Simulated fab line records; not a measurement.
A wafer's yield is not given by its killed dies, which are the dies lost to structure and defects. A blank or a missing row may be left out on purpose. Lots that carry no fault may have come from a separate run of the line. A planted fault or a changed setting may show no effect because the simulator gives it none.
Chamber matching ; flow n5Finfet ; N5_STI_FIN_REVEAL_STRIP_24 on rieDiel-02 has 3 sister chambers
The step strips in N2/H2, time 90 s. 3 wafers are shown with their chamber, then 5 later ones without.

WAFERS, EACH WITH ITS CHAMBER
wafer;chamber;showerheadPlenumPTorr (Torr)
L083.1;0;3.24
L086.2;3;3.37
L086.4;1;3.48

WAFERS WITH NO CHAMBER GIVEN
wafer;showerheadPlenumPTorr (Torr)
L086.6;3.48
L090.2;3.24
L090.5;3.24
L094.1;3.23
L094.3;3.36

WHICH CHAMBER EACH WENT THROUGH
wafer;from the rows above;in truth
L086.6;1;1
L090.2;0;0
L090.5;0;0
L094.1;0;0
L094.3;3;3
Correct placement for 5 of the 5. Can't be placed from these rows: 0. 0 placed wrongly.
How it was worked out, from the rows above alone: a wafer's distance from a chamber is the root of the sum, over the readings, of the square of ((its reading less the chamber's mean) divided by the reading's scatter). If the next closest chamber is less than 2 further off than the closest, the wafer can't be placed; otherwise it belongs to the closest. A chamber's mean is the mean of its shown wafers. The scatter: root of mean squared gap, hidden wafer to nearest shown wafer, with one shown wafer a chamber.
